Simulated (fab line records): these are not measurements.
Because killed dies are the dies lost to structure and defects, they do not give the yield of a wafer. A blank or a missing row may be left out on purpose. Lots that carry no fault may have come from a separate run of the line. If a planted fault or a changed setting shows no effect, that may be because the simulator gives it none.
Split-lot trial	flow n5 finfet	21 wafers read across 7 lots, on a route 1938 steps long

## THE SPLIT ITSELF
At N5_WELL_APT_COAT_02 (resist thk 950 nm), the setting spin rpm was moved away from the recipe's 1357 rpm on 5 of the 21 wafers read, by +3.3% to +10.8%. For the rest of the wafers, this setting stayed at what the recipe calls for.

The split's own step is where the reading is taken.

## THE READING
coat_of_WELL_APT_COAT_02.thk nm (the simulator's own value, which no gauge read), in nm, at N5_WELL_APT_COAT_02 (resist thk 950 nm). There is no usual value for it anywhere in the file. Average 952.4 nm, standard deviation 2.7 nm, over the 16 wafers here run with the recipe.

wafer	tool, chamber at the split	spin rpm as run, rpm	against the recipe	coat_of_WELL_APT_COAT_02.thk nm, nm	against lot-mates on the recipe
L074.1	litho track-04, 0	1357	recipe	951.5	-
L074.2	litho track-04, 0	1357	recipe	949.8	-
L074.3	litho track-04, 0	1357	recipe	950.5	-
L076.1	litho track-01, 0	1357	recipe	953.5	-
L076.2	litho track-01, 0	1357	recipe	952	-
L076.4	litho track-01, 0	1410	+3.9%	934.4	-18.4
L078.2	litho track-01, 0	1357	recipe	949.7	-
L078.3	litho track-01, 0	1433	+5.6%	922.8	-26.8
L078.6	litho track-01, 0	1357	recipe	949.5	-
L082.1	litho track-01, 0	1357	recipe	949.4	-
L082.3	litho track-01, 0	1357	recipe	951.6	-
L082.4	litho track-01, 0	1430	+5.4%	926.4	-24.1
L084.2	litho track-02, 0	1402	+3.3%	939.1	-12.1
L084.3	litho track-02, 0	1357	recipe	952.2	-
L084.5	litho track-02, 0	1357	recipe	950.3	-
L087.3	litho track-04, 0	1357	recipe	955.3	-
L087.4	litho track-04, 0	1504	+10.8%	903.5	-52.5
L087.5	litho track-04, 0	1357	recipe	956.6	-
L095.2	litho track-04, 0	1357	recipe	953	-
L095.4	litho track-04, 0	1357	recipe	956.6	-
L095.5	litho track-04, 0	1357	recipe	957.5	-

THE FIT
A straight line over all 21 wafers: coat_of_WELL_APT_COAT_02.thk nm changes by -4.66 nm for each +1% of spin rpm; r = -0.98; the points scatter about the line by 2.6 nm.
The same after taking each lot's own level away (the mean of its wafers on the recipe; 21 wafers): -4.73 nm for each +1%; r = -1.00; scatter 1.3 nm.
On that fit, the largest move of spin rpm shifts the reading by 51 nm.
From 949.60 to 955.95 nm: that is the span of the lots' own levels, equal to 2.4 times the standard deviation above.
Hence the lot-to-lot level has little effect on the slope; both slopes agree.
Check: with one of the wafers moved furthest among these (+10.8%) left out of the fit, the line predicts -49.1 nm for it against its lot-mates. Against them it came out at -52.5 nm.

## FILE'S OWN FIT
coat_of_WELL_APT_COAT_02.thk nm changes by -4.71 nm for each +1% of spin rpm, r = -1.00.
